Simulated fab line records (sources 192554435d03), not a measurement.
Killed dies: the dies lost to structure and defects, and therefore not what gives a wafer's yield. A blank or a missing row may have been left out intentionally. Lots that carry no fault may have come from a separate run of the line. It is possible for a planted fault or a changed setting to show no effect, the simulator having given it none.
Chamber matching -- flow n5-finfet -- 4 sister chambers for N5_BEOL_M2_ALD_84 on ald-metal-04
The step deposits TaN, pulse time 2 s, purge time 3 s, co reactant purge time 2 s. 8 wafers are shown with their chamber, then 10 later ones without.

## WAFERS, EACH WITH ITS CHAMBER
wafer,chamber,heater-power-w (W),mfc-carrier-sccm (sccm)
L084.5,2,492,1503
L090.4,3,358,1496
L090.5,1,455,1500
L088.1,0,384,1502
L088.2,3,371,1499
L088.3,1,468,1493
L089.1,0,377,1498
L089.4,2,491,1502

## WAFERS WHOSE CHAMBER IS MISSING
wafer,heater-power-w (W),mfc-carrier-sccm (sccm)
L089.6,375,1497
L091.1,361,1499
L091.4,384,1499
L091.5,465,1502
L095.3,470,1499
L095.5,380,1505
L095.6,464,1499
L094.1,394,1510
L094.5,385,1504
L094.6,357,1501

## WHICH CHAMBER EACH WENT THROUGH
wafer,from the rows above,in truth
L089.6,can't be placed: 0 or 3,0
L091.1,3,3
L091.4,0,0
L091.5,can't be placed: 1 or 2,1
L095.3,can't be placed: 1 or 2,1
L095.5,can't be placed: 0 or 3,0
L095.6,1,1
L094.1,0,0
L094.5,0,0
L094.6,can't be placed: 3 or 0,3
Correctly placed: 5 of 10. Cannot be placed on the basis of these rows: 5; the candidates contain the true chamber in 5. Number placed wrongly: 0.
How it was worked out, from the rows above alone: a wafer's distance from a chamber is the root of the sum, over the readings, of the square of ((its reading less the chamber's mean) divided by the reading's scatter). If the next closest chamber is less than 2 further off than the closest, the wafer can't be placed; otherwise it belongs to the closest. A chamber's mean is the mean of its shown wafers. The scatter is the square root of a quotient: the sum, over the shown wafers, of each reading's squared deviation from its chamber's mean, divided by wafers minus chambers.
